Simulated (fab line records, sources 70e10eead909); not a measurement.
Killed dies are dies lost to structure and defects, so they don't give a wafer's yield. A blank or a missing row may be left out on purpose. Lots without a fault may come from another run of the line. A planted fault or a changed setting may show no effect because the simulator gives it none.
Chamber matching | flow nand_harc | NHARC_A_WL_FILL_ALD_19 on ald_metal-02: 4 sister chambers
The step deposits TiN, target thk 2 nm, pulse time 3 s, ald cycles 100. 4 wafers are shown with their chamber, then 8 later ones without.

WAFERS WITH THEIR CHAMBER
wafer  | chamber | heater_power_w (W)
L412.1 | 2       | 981
L413.5 | 0       | 1214
L413.6 | 3       | 1268
L415.1 | 1       | 1049

WAFERS WITHOUT THEIR CHAMBER
wafer  | heater_power_w (W)
L415.2 | 992
L415.4 | 1291
L425.1 | 1022
L425.3 | 1274
L425.6 | 1001
L428.1 | 1243
L428.2 | 982
L428.5 | 1314

WHICH CHAMBER EACH WENT THROUGH
wafer  | from the rows above     | in truth
L415.2 | can't be placed: 2 or 1 | 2
L415.4 | 3                       | 3
L425.1 | can't be placed: 1 or 2 | 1
L425.3 | 3                       | 3
L425.6 | can't be placed: 2 or 1 | 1
L428.1 | can't be placed: 3 or 0 | 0
L428.2 | 2                       | 2
L428.5 | 3                       | 3
Placed correctly: 4 of 8. Can't be placed from these rows: 4 (the true chamber is among the candidates in 4). Placed wrongly: 0.
How it was worked out, from the rows above alone: a wafer's distance from a chamber is the root of the sum, over the readings, of the square of ((its reading less the chamber's mean) divided by the reading's scatter). The wafer belongs to the nearest chamber; if the next one is less than 2 further off, it can't be placed. A chamber's mean is the mean of its shown wafers. The scatter: with one shown wafer a chamber, the root of the mean of the squares of how far each hidden wafer lies from its nearest shown one.
